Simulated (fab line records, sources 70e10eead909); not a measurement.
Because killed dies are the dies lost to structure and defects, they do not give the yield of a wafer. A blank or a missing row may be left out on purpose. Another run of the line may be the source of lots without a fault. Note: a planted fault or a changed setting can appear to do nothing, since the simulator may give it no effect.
Check of tool commonality | flow nand harc | Lots sampled 13, wafers sampled 39

== REASON FOR OPENING ==
At NHARC_END_SORT_01 the reading killed at periphery is flagged on 3 of 13 lots. Wafers without a fault read 4.2, standard deviation 2.7.
Rule: a lot gets a flag if all its wafers with a number sit over 4 standard deviations from that mean, or if no wafer of it has a number. The rest of the lots are taken to be sound.

lot  | measured     | on        | killed at periphery, wafer by wafer | flag
L848 | day 25 03:16 | prober-01 | 3 1 1                               |
L849 | day 25 04:07 | prober-02 | 3 0 4                               |
L850 | day 25 11:50 | prober-01 | 9 10 6                              |
L853 | day 26 16:09 | prober-01 | 8 2 3                               |
L855 | day 27 13:10 | prober-02 | 8 8 7                               |
L857 | day 28 16:03 | prober-02 | 8 1 8                               |
L861 | day 29 19:20 | prober-02 | 3 3 0                               |
L860 | day 30 04:57 | prober-01 | 7 1 3                               |
L864 | day 30 13:05 | prober-02 | 7 4 7                               |
L868 | day 32 18:23 | prober-01 | 610 598 597                         | FLAGGED
L867 | day 33 03:59 | prober-02 | 646 642 645                         | FLAGGED
L869 | day 33 11:47 | prober-01 | 619 633 634                         | FLAGGED
L870 | day 34 02:05 | prober-02 | 2 3 1                               |
The numbers of the flagged lots are 624.9 on average: +620.7 against the usual, or +99 or more standard deviations.

== LOT BY LOT: THE TOOL USED ==
3 process steps preceding the reading are held in the record, out of 1302 steps in the route. Cell contents, in order: the tool; ch with the chambers the sampled wafers went through; the start.
lot  | flag    | NHARC_P_ZERO_WELL_IMPLANT_58    | NHARC_P_ZERO_WELL_DESCUM_39        | NHARC_P_STI_CMP_21
L848 |         | implanter-01 ch 0, day 2 09:16  | rie diel-06 ch 0,1, day 2 10:31    | cmp-01 ch 0,2, day 4 04:11
L849 |         | implanter-01 ch 0, day 2 19:09  | rie diel-05 ch 0,1,2, day 2 20:17  | cmp-01 ch 1,2,3, day 4 09:37
L850 |         | implanter-01 ch 0, day 3 05:09  | rie diel-01 ch 0,1, day 3 06:16    | cmp-01 ch 0,2,3, day 4 20:43
L853 |         | implanter-02 ch 0, day 4 11:17  | rie diel-05 ch 0,2, day 4 12:20    | cmp-01 ch 0,1,2, day 6 02:58
L855 |         | implanter-01 ch 0, day 5 07:12  | rie diel-05 ch 0,1, day 5 08:18    | cmp-01 ch 1,2, day 7 01:02
L857 |         | implanter-01 ch 0, day 6 03:19  | rie diel-06 ch 2,3, day 6 04:23    | cmp-02 ch 0,2,3, day 7 20:29
L861 |         | implanter-02 ch 0, day 7 19:16  | rie diel-05 ch 0,2, day 7 20:24    | cmp-02 ch 0,1,3, day 9 16:28
L860 |         | implanter-01 ch 0, day 7 09:34  | rie diel-06 ch 0,1,2, day 7 10:40  | cmp-01 ch 0,1,3, day 9 16:29
L864 |         | implanter-02 ch 0, day 9 01:30  | rie diel-06 ch 1,2,3, day 9 02:37  | cmp-04 ch 0,1,3, day 10 17:09
L868 | FLAGGED | implanter-01, day 10 19:11      | rie diel-01 ch 0,1,3, day 10 20:11 | no row
L867 | FLAGGED | implanter-01, day 10 07:13      | rie diel-01 ch 0,2,3, day 10 08:19 | no row
L869 | FLAGGED | implanter-02, day 11 03:22      | rie diel-06 ch 1,2,3, day 11 04:29 | no row
L870 |         | implanter-01 ch 0, day 11 13:19 | rie diel-01 ch 2,3, day 11 14:24   | cmp-04 ch 0,3, day 13 05:28
These steps, and what they do:
- NHARC_P_ZERO_WELL_IMPLANT_58
- NHARC_P_ZERO_WELL_DESCUM_39: chemistry O2, time 3 s.
- NHARC_P_STI_CMP_21: polishes, t overpolish 20 s, target thk 380.67 nm.
- NHARC_END_SORT_01

== FLAGGED OVER TOTAL, TOOL BY TOOL (the gauges that took the reading come last) ==
step                         | tool         | lots run | flagged | share of the flagged lots | sound lots run after its first flagged lot
NHARC_P_ZERO_WELL_IMPLANT_58 | implanter-01 | 9        | 2       | some                      | 1 (L870)
NHARC_P_ZERO_WELL_IMPLANT_58 | implanter-02 | 4        | 1       | some                      | 0
NHARC_P_ZERO_WELL_DESCUM_39  | rie diel-01  | 4        | 2       | some                      | 1 (L870)
NHARC_P_ZERO_WELL_DESCUM_39  | rie diel-05  | 4        | 0       | none                      | -
NHARC_P_ZERO_WELL_DESCUM_39  | rie diel-06  | 5        | 1       | some                      | 0
NHARC_P_STI_CMP_21           | cmp-01       | 6        | 0       | none                      | -
NHARC_P_STI_CMP_21           | cmp-02       | 2        | 0       | none                      | -
NHARC_P_STI_CMP_21           | cmp-04       | 2        | 0       | none                      | -
NHARC_END_SORT_01            | prober-01    | 6        | 2       | some                      | 0
NHARC_END_SORT_01            | prober-02    | 7        | 1       | some                      | 1 (L870)

== WHAT THE TABLE ALLOWS ==
No row of the table ran every flagged lot.

== WHAT THE SIMULATOR PUT IN ==
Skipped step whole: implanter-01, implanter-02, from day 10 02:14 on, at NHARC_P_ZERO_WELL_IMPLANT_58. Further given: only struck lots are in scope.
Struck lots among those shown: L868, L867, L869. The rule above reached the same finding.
